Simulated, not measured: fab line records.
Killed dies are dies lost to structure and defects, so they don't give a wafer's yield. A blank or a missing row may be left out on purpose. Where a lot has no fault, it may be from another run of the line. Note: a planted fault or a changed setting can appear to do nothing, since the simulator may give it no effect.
Chamber matching    flow nand_harc    NHARC_P_M1_STRIP_18 on rie_diel-01 has 4 sister chambers
The step strips in N2/H2. 20 wafers are shown with their chamber, then 10 later ones without.

## EACH WAFER AND ITS CHAMBER
wafer   chamber  oes_product_au (a.u.)  rf_vpp_V (V)  throttle_valve_pct (%)
L074.2  3        0.983                  89.5          14.174
L074.5  2        1.004                  90.0          14.181
L074.6  1        0.992                  88.4          14.173
L079.1  3        0.987                  89.8          14.192
L079.2  1        0.993                  90.3          14.192
L079.4  0        1.015                  88.3          14.183
L080.1  3        0.987                  89.9          14.179
L080.2  1        0.992                  89.6          14.165
L080.5  3        0.988                  90.3          14.172
L082.1  2        1.004                  90.0          14.183
L082.4  2        1.005                  90.5          14.171
L082.6  0        1.003                  90.5          14.166
L085.1  1        1.000                  90.5          14.161
L085.5  0        1.004                  90.3          14.178
L085.6  3        0.997                  91.2          14.156
L087.3  1        0.993                  90.6          14.177
L087.5  0        1.002                  90.6          14.158
L087.6  1        0.997                  89.9          14.179
L088.1  2        1.013                  90.8          14.175
L088.2  3        1.002                  91.7          14.166

SIGNATURES (means of the wafers above)
reading             chamber 0  chamber 1  chamber 2  chamber 3  scatter within a chamber
oes_product_au      1.00600    0.99450    1.00650    0.99067    0.00549
rf_vpp_V            89.925     89.883     90.325     90.400     0.835
throttle_valve_pct  14.17125   14.17450   14.17750   14.17317   0.0107
Rule: distance of a wafer from a chamber = root of the sum over the readings of ((wafer's reading minus chamber's mean) / reading's scatter) squared. If the next closest chamber is less than 2 further off than the closest, the wafer can't be placed; otherwise it belongs to the closest. The scatter: take each reading less its chamber's mean, square it, sum over the shown wafers, divide by the number of wafers less the number of chambers, and take the root.

## WAFERS WHOSE CHAMBER IS MISSING
wafer   oes_product_au (a.u.)  rf_vpp_V (V)  throttle_valve_pct (%)
L088.4  1.012                  91.3          14.178
L089.1  0.996                  90.4          14.183
L089.2  1.016                  92.8          14.170
L089.5  1.011                  90.8          14.164
L095.1  1.009                  89.0          14.170
L095.2  0.985                  92.0          14.172
L095.3  0.999                  90.7          14.163
L097.1  0.990                  89.9          14.176
L097.3  0.998                  90.4          14.170
L097.5  1.001                  89.9          14.176

## THE CHAMBER EACH PASSED THROUGH
wafer   from the rows above                in truth
L088.4  can't be placed: 2 or 0            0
L089.1  can't be placed: 1 or 3 or 2 or 0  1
L089.2  can't be placed: 2 or 0 or 1 or 3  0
L089.5  can't be placed: 0 or 2 or 1       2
L095.1  can't be placed: 0 or 2 or 1       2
L095.2  can't be placed: 3 or 1            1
L095.3  can't be placed: 1 or 0 or 3 or 2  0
L097.1  can't be placed: 3 or 1            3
L097.3  can't be placed: 1 or 3 or 0 or 2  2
L097.5  can't be placed: 0 or 2 or 1 or 3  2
Correct placement for 0 of the 10. Can't be placed from these rows: 10 (the true chamber is among the candidates in 10). Placed wrongly: 0.
